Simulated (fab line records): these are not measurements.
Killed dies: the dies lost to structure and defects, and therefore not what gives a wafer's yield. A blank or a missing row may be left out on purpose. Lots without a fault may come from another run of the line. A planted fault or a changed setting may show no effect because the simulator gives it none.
fab line records -- flow n5-finfet
record lots=7, wafers=21
route steps=1938 shown BEOL_M14@1738 BEOL_M15@1809 TV_OPEN@1888 PASSIVATION@1921
start-h: hours from the record's opening day to when the first of the lot's shown wafers began -- wait-h: hours since the lot's step before -- " same as the row above -- L1.1+2: one row covering several wafers at once -- - no value, or no start given -- * or withheld: withheld -- < > ~ a bound
route shown NAME@n: NAME is a module with steps in the file, n the number in the route of the first one -- usual: mean/standard deviation of fault-free wafers -- same: alike in all rows -- chamber/n: place in a boat -- sites: the reading at each site -- _std_site: their standard deviation -- _edge_site: the outer-site mean with the inner-site mean subtracted -- radius-mm: for every site, how far away it sits from the centre of the wafer -- mask NAME#n: copy n -- behind: tool/chamber where the wafer was last shaped -- hold: the reason the lot was held/the length of the hold in hours/how it ended -- device: whichever transistor did not switch (one of n, p or np) -- end of line: tests of these same wafers at the route's end -- step lacking rows: just its recipe -- killed: dies lost to structure and defects at the first sort, not the wafer's yield -- map: shows each die of a wafer: x if killed, . if not, _ if none is there
set.NAME: the setting as run; set.NAME@STEP: as run at that earlier step -- model.NAME: the simulator's own value behind a step, which no gauge read
lots whose settings were changed on purpose; a table a step, a row a wafer
## steps
# step N5_BEOL_M14_COAT_66
# recipe resist=SiARC, temp-c=220, time-s=60, spin-rpm=1500, resist-thk-nm=110
lot.wafer,tool,chamber,start-h,wait-h,set.spin-rpm,model.SiARC_of_BEOL_M14_COAT_66.thk-nm
L076.3,litho-track-04,0,-,-,1551,108
L076.4,litho-track-04,0,-,-,1551,107.8
L076.6,litho-track-04,0,-,-,1500,110
L080.1,litho-track-03,0,-,-,1500,110.6
L080.3,litho-track-03,0,-,-,1500,109.8
L080.5,litho-track-03,0,-,-,1500,110.4
L081.1+4,litho-track-01,0,-,-,1500,109.8
L081.2,litho-track-01,0,-,-,1500,110.2
L084.2+4,litho-track-03,0,-,-,1500,110.2
L084.3,litho-track-03,0,-,-,1500,110.4
L085.1,litho-track-01,0,-,-,1579,107
L085.2,litho-track-01,0,-,-,1500,110
L085.4,litho-track-01,0,-,-,1579,107.4
L093.2,litho-track-01,0,-,-,1332,116.4
L093.3,litho-track-01,0,-,-,1500,109.8
L093.5,litho-track-01,0,-,-,1332,117
L095.1,litho-track-03,0,-,-,1572,107.6
L095.2,litho-track-03,0,-,-,1500,110.6
L095.5,litho-track-03,0,-,-,1572,107.8
# step N5_BEOL_M14_EXPOSE_25
# recipe mask-id=M14, na=0.8, source-shape=annular, sigma-inner=0.5, sigma-outer=0.8, polarization=unpolarized, target-cd-nm=280, dose-mj=26.6
lot.wafer,tool,chamber,start-h,wait-h,mask,set.dose-mj
L076.3+4+6,krf-scanner-02,0,270.00,-,M14#0,26.6
L080.1+3+5,krf-scanner-02,0,280.19,-,M14#0,26.6
L081.1+2+4,krf-scanner-01,0,280.53,-,M14#0,26.6
L084.2+3,krf-scanner-01,0,301.57,-,M14#0,27.16
L084.4,krf-scanner-01,0,301.57,-,M14#0,26.6
L085.1,krf-scanner-02,0,317.34,-,M14#0,27.32
L085.2+4,krf-scanner-02,0,317.34,-,M14#0,26.6
L093.2+3,krf-scanner-02,0,348.39,-,M14#0,27.57
L093.5,krf-scanner-02,0,348.39,-,M14#0,26.6
L095.1+2+5,krf-scanner-01,0,366.57,-,M14#0,26.6
# step N5_BEOL_M14_PEB_26
# recipe peb-temp-c=130, peb-time-s=90
# step N5_BEOL_M14_DEVELOP_27
# recipe develop-time-s=45, rinse-liquid=diw, dry=air-spin, dev-temp-c=21
# step N5_BEOL_M14_DESCUM_33
# recipe chemistry=O2, time-s=7.9, source-power-w=50, bias-power-w=20, pressure-mtorr=20, rf-frequency-hz=2.712e+07, temp-c=40, o2-flow-sccm=225
# step N5_BEOL_M14_ETCH_67
# recipe chemistry=CF4, target=SiARC, target-depth-a=1430, time-s=238.3, ion-energy-ev=80, pressure-mtorr=40, source-w=545, bias-w=36, Ar_flow_sccm=100, cf4-flow-sccm=100, ends=cleared
lot.wafer,tool,chamber,start-h,wait-h,set.spin-rpm@BEOL_M14_COAT_66,model.etch.depth-nm,model.coat_of_BEOL_M14_COAT_22.thk-nm
L076.3,rie-diel-03,3,270.33,0.0,1551,108,213.8
L076.4,rie-diel-03,1,270.33,0.0,1551,107.8,214.8
L076.6,rie-diel-03,2,270.33,0.0,1500,110,213
L080.1,rie-diel-05,1,280.50,0.0,1500,110.6,210.6
L080.3,rie-diel-05,2,280.50,0.0,1500,109.8,211
L080.5,rie-diel-05,2,280.50,0.0,1500,110.3,210.4
L081.1,rie-diel-01,3,281.08,0.0,1500,109.8,210.2
L081.2,rie-diel-01,1,281.08,0.0,1500,110.2,210.6
L081.4,rie-diel-01,0,281.08,0.0,1500,109.8,210.6
L084.2,rie-diel-03,2,301.86,0.0,1500,110.2,211.6
L084.3,rie-diel-03,1,301.86,0.0,1500,110.4,212.2
L084.4,rie-diel-03,0,301.86,0.0,1500,110.3,211.8
L085.1,rie-diel-01,1,317.64,0.0,1579,107,212
L085.2,rie-diel-01,3,317.64,0.0,1500,110.1,211
L085.4,rie-diel-01,2,317.64,0.0,1579,107.5,213
L093.2,rie-diel-01,1,348.70,0.0,1332,116.4,207.6
L093.3,rie-diel-01,3,348.70,0.0,1500,109.9,212.2
L093.5,rie-diel-01,1,348.70,0.0,1332,117,206.6
L095.1,rie-diel-03,1,366.87,0.0,1572,107.6,214.6
L095.2,rie-diel-03,3,366.87,0.0,1500,110.6,211.8
L095.5,rie-diel-03,2,366.87,0.0,1572,107.9,213.2
# step N5_BEOL_M14_ETCH_68
# recipe chemistry=N2/H2, target=SOC, mask-material=SiARC, source-w=3000, bias-w=350, temp-c=40, time-s=450, ion-energy-ev=200, pressure-mtorr=30, n2-flow-sccm=200, h2-flow-sccm=200
lot.wafer,tool,chamber,start-h,wait-h,set.spin-rpm@BEOL_M14_COAT_66,model.SiARC_of_BEOL_M14_COAT_66.thk-nm
L076.3,rie-diel-03,3,270.47,0.1,1551,62.8
L076.4,rie-diel-03,1,270.47,0.1,1551,62.4
L076.6,rie-diel-03,2,270.47,0.1,1500,64.4
L080.1,rie-diel-05,1,280.65,0.1,1500,66
L080.3,rie-diel-05,2,280.65,0.1,1500,64.4
L080.5,rie-diel-05,2,280.65,0.1,1500,65
L081.1,rie-diel-01,3,281.23,0.1,1500,63.8
L081.2,rie-diel-01,1,281.23,0.1,1500,64.6
L081.4,rie-diel-01,0,281.23,0.1,1500,64.4
L084.2,rie-diel-03,2,302.00,0.1,1500,64.4
L084.3,rie-diel-03,1,302.00,0.1,1500,65.4
L084.4,rie-diel-03,0,302.00,0.1,1500,64.2
L085.1,rie-diel-01,1,317.79,0.1,1579,61.2
L085.2,rie-diel-01,3,317.79,0.1,1500,64
L085.4,rie-diel-01,2,317.79,0.1,1579,62
L093.2,rie-diel-01,1,348.85,0.1,1332,70.2
L093.3,rie-diel-01,3,348.85,0.1,1500,64
L093.5,rie-diel-01,1,348.85,0.1,1332,70.6
L095.1,rie-diel-03,1,367.02,0.1,1572,62.8
L095.2,rie-diel-03,3,367.02,0.1,1500,65.6
L095.5,rie-diel-03,2,367.02,0.1,1572,62.2
# step N5_BEOL_M15_TRENCH_ETCH_34
# recipe chemistry=C4F8/O2/Ar, target=SiO2, target-depth-a=8729.3, he-inner-torr=15, he-outer-torr=30, time-s=199, ion-energy-ev=800, pressure-mtorr=20, source-w=1905, bias-w=2040, Ar_flow_sccm=400, C4F8_flow_sccm=16, O2_flow_sccm=12
# usual rf-vpp-V=2213/26
lot.wafer,tool,chamber,start-h,wait-h,set.bias-w,rf-vpp-V
L076.3,rie-diel-02,2,281.30,0.0,2040,2184
L076.4,rie-diel-02,3,281.30,0.0,2040,2216
L076.6,rie-diel-02,2,281.30,0.0,2040,2183
L080.1,rie-diel-06,0,285.65,0.0,2341,2424
L080.3,rie-diel-06,1,285.65,0.0,2341,2406
L080.5,rie-diel-06,1,285.65,0.0,2341,2405
L081.1,rie-diel-06,3,285.93,0.0,2040,2258
L081.2,rie-diel-06,1,285.93,0.0,2040,2188
L081.4,rie-diel-06,0,285.93,0.0,2040,2205
L084.2,rie-diel-04,2,310.11,0.0,2040,2198
L084.3,rie-diel-04,3,310.11,0.0,1855,2041
L084.4,rie-diel-04,1,310.11,0.0,1855,2098
L085.1,rie-diel-04,0,323.85,0.0,2040,2230
L085.2,rie-diel-04,2,323.85,0.0,2405,2458
L085.4,rie-diel-04,3,323.85,0.0,2040,2182
L093.2,rie-diel-04,0,353.35,0.0,2157,2317
L093.3,rie-diel-04,3,353.35,0.0,2157,2266
L093.5,rie-diel-04,0,353.35,0.0,2040,2230
L095.1,rie-diel-06,3,375.67,0.0,2040,2254
L095.2,rie-diel-06,2,375.67,0.0,1838,2081
L095.5,rie-diel-06,1,375.67,0.0,2040,2187
# step N5_PASSIVATION_VIA_ETCH_13
# recipe chemistry=CHF3/O2, target=SiO2, target-depth-a=6600, CHF3_flow_sccm=50, O2_flow_sccm=5, Ar_flow_sccm=200, time-s=330, mask-material=PR, pressure-mtorr=30, source-w=650, bias-w=170, ion-energy-ev=200, ends=cleared
# usual etch-rf-on-time-s=237/4.7, rf-vpp-V=522/7.4
lot.wafer,tool,chamber,start-h,wait-h,set.source-w,etch-rf-on-time-s,rf-vpp-V
L076.3,rie-diel-02,1,293.69,0.0,728.3,217,487
L076.4,rie-diel-02,2,293.69,0.0,650,236,514
L076.6,rie-diel-02,1,293.69,0.0,650,232,513
L080.1,rie-diel-06,1,298.39,0.0,650,237,513
L080.3,rie-diel-06,3,298.39,0.0,650,237,535
L080.5,rie-diel-06,2,298.39,0.0,724.3,233,501
L081.1,rie-diel-06,0,299.84,0.0,650,239,520
L081.2,rie-diel-06,2,299.84,0.0,650,237,529
L081.4,rie-diel-06,3,299.84,0.0,650,241,534
L084.2,rie-diel-02,2,321.96,0.0,593.3,253,538
L084.3,rie-diel-02,0,321.96,0.0,650,231,526
L084.4,rie-diel-02,1,321.96,0.0,650,238,515
L085.1,rie-diel-06,1,334.85,0.0,585.8,245,541
L085.2,rie-diel-06,3,334.85,0.0,650,234,533
L085.4,rie-diel-06,0,334.85,0.0,650,242,522
L093.2,rie-diel-06,2,370.22,0.0,650,244,528
L093.3,rie-diel-06,3,370.22,0.0,585.2,251,561
L093.5,rie-diel-06,2,370.22,0.0,650,240,529
L095.1,rie-diel-06,3,386.15,0.0,545.9,258,580
L095.2,rie-diel-06,2,386.15,0.0,650,236,529
L095.5,rie-diel-06,3,386.15,0.0,545.9,257,582
# step N5_PASSIVATION_EXPOSE_41
# recipe mask-id=PASS_OPEN, na=0.55, defocus-nm=0, source-shape=conventional, sigma-outer=0.8, polarization=unpolarized, target-cd-nm=40000, dose-mj=57.25
lot.wafer,tool,chamber,start-h,wait-h,mask,set.dose-mj
L076.3+4+6,krf-scanner-02,0,296.94,-,PASS_OPEN#0,57.25
L080.1+3,krf-scanner-01,0,301.81,-,PASS_OPEN#0,55.54
L080.5,krf-scanner-01,0,301.81,-,PASS_OPEN#0,57.25
L081.1+2+4,krf-scanner-01,0,304.17,-,PASS_OPEN#0,57.25
L084.2+3+4,krf-scanner-02,0,324.83,-,PASS_OPEN#0,57.25
L085.1+2+4,krf-scanner-01,0,338.05,-,PASS_OPEN#0,57.25
L093.2,krf-scanner-02,0,373.51,-,PASS_OPEN#0,57.25
L093.3+5,krf-scanner-02,0,373.51,-,PASS_OPEN#0,58.85
L095.1,krf-scanner-01,0,388.97,-,PASS_OPEN#0,57.25
L095.2+5,krf-scanner-01,0,388.97,-,PASS_OPEN#0,54.29
# step N5_PASSIVATION_PEB_42
# recipe peb-temp-c=withheld, peb-time-s=*
# step N5_PASSIVATION_DEVELOP_43
# recipe develop-time-s=60, rinse-liquid=diw, dry=air-spin, dev-temp-c=21
# step N5_PASSIVATION_HARDBAKE_45
# recipe temp-c=130, time-s=120
# step N5_PASSIVATION_CD_MEAS_44
# recipe target-cd-nm=40000, landing-energy-ev=500, detector=se-inlens
# usual cd-nm=40000/4.7
lot.wafer,tool,chamber,start-h,wait-h,set.dose-mj@PASSIVATION_EXPOSE_41,cd-nm
L076.3,cd-sem-02,0,297.11,-,57.25,40006
L076.4,cd-sem-02,0,297.11,-,57.25,40007
L076.6,cd-sem-02,0,297.11,-,57.25,40000
L080.1,cd-sem-01,0,301.99,-,55.54,39983
L080.3,cd-sem-01,0,301.99,-,55.54,39986
L080.5,cd-sem-01,0,301.99,-,57.25,40001
L081.1,cd-sem-03,0,304.35,-,57.25,40000
L081.2,cd-sem-03,0,304.35,-,57.25,40002
L081.4,cd-sem-03,0,304.35,-,57.25,40001
L084.2,cd-sem-01,0,325.01,-,57.25,39998
L084.3,cd-sem-01,0,325.01,-,57.25,39999
L084.4,cd-sem-01,0,325.01,-,57.25,40001
L085.1,cd-sem-01,0,338.23,-,57.25,39998
L085.2,cd-sem-01,0,338.23,-,57.25,40000
L085.4,cd-sem-01,0,338.23,-,57.25,40001
L093.2,cd-sem-02,0,373.68,-,57.25,39999
L093.3,cd-sem-02,0,373.68,-,58.85,40011
L093.5,cd-sem-02,0,373.68,-,58.85,40011
L095.1,cd-sem-01,0,389.15,-,57.25,40005
L095.2,cd-sem-01,0,389.15,-,54.29,39987
L095.5,cd-sem-01,0,389.15,-,54.29,39984
# step N5_PASSIVATION_PASS_ETCH_47
# recipe chemistry=CF4/O2, target=SiNx, target-depth-a=7700, time-s=385, ion-energy-ev=100, pressure-mtorr=40, source-w=535, bias-w=49, Ar_flow_sccm=100, cf4-flow-sccm=100, O2_flow_sccm=10
lot.wafer,tool,chamber,start-h,wait-h,set.time-s,model.etch.depth-nm
L076.3,rie-diel-01,2,297.26,0.0,385,762
L076.4,rie-diel-01,1,297.26,0.0,385,807.9
L076.6,rie-diel-01,3,297.26,0.0,411.2,828.3
L080.1,rie-diel-01,2,302.12,0.0,385,776
L080.3,rie-diel-01,3,302.12,0.0,334.6,674.9
L080.5,rie-diel-01,1,302.12,0.0,334.6,699.3
L081.1,rie-diel-05,3,304.50,0.0,385,776.4
L081.2,rie-diel-05,2,304.50,0.0,385,760.7
L081.4,rie-diel-05,2,304.50,0.0,385,759.5
L084.2,rie-diel-03,3,325.67,0.0,431.9,864.7
L084.3,rie-diel-03,2,325.67,0.0,385,789.8
L084.4,rie-diel-03,1,325.67,0.0,385,786.3
L085.1,rie-diel-05,3,338.50,0.0,338.3,680.3
L085.2,rie-diel-05,2,338.50,0.0,385,762.9
L085.4,rie-diel-05,2,338.50,0.0,385,764.3
L093.2,rie-diel-05,2,374.44,0.0,385,754.3
L093.3,rie-diel-05,0,374.44,0.0,385,746.2
L093.5,rie-diel-05,3,374.44,0.0,464.6,933.7
L095.1,rie-diel-01,2,389.27,0.0,420.6,849.9
L095.2,rie-diel-01,3,389.27,0.0,385,774.7
L095.5,rie-diel-01,1,389.27,0.0,420.6,882.6
## key
split step=N5_BEOL_M14_COAT_66, setting=spin-rpm, stated=1500, by=wafer
response step=N5_BEOL_M14_COAT_66, reading=model.SiARC_of_BEOL_M14_COAT_66.thk-nm, change=-0.602, per=1%, r=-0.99
response step=N5_BEOL_M14_ETCH_67, reading=model.etch.depth-nm, change=-0.598, per=1%, r=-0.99
response step=N5_BEOL_M14_ETCH_67, reading=model.coat_of_BEOL_M14_COAT_22.thk-nm, change=+0.423, per=1%, r=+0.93
response step=N5_BEOL_M14_ETCH_68, reading=model.SiARC_of_BEOL_M14_COAT_66.thk-nm, change=-0.561, per=1%, r=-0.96
split step=N5_BEOL_M14_EXPOSE_25, setting=dose-mj, stated=26.6, by=wafer
response none clear
split step=N5_BEOL_M15_TRENCH_ETCH_34, setting=bias-w, stated=2040, by=wafer
response step=N5_BEOL_M15_TRENCH_ETCH_34, reading=rf-vpp-V, change=+13.9, per=1%, r=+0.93
split step=N5_PASSIVATION_VIA_ETCH_13, setting=source-w, stated=650, by=wafer
response step=N5_PASSIVATION_VIA_ETCH_13, reading=etch-rf-on-time-s, change=*, per=1%, r=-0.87
response step=N5_PASSIVATION_VIA_ETCH_13, reading=rf-vpp-V, change=-2.5, per=1%, r=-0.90
split step=N5_PASSIVATION_EXPOSE_41, setting=dose-mj, stated=57.25, by=wafer
response step=N5_PASSIVATION_CD_MEAS_44, reading=cd-nm, change=+4.23, per=1%, r=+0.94
split step=N5_PASSIVATION_PASS_ETCH_47, setting=time-s, stated=385, by=wafer
response step=N5_PASSIVATION_PASS_ETCH_47, reading=model.etch.depth-nm, change=+7.84, per=1%, r=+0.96
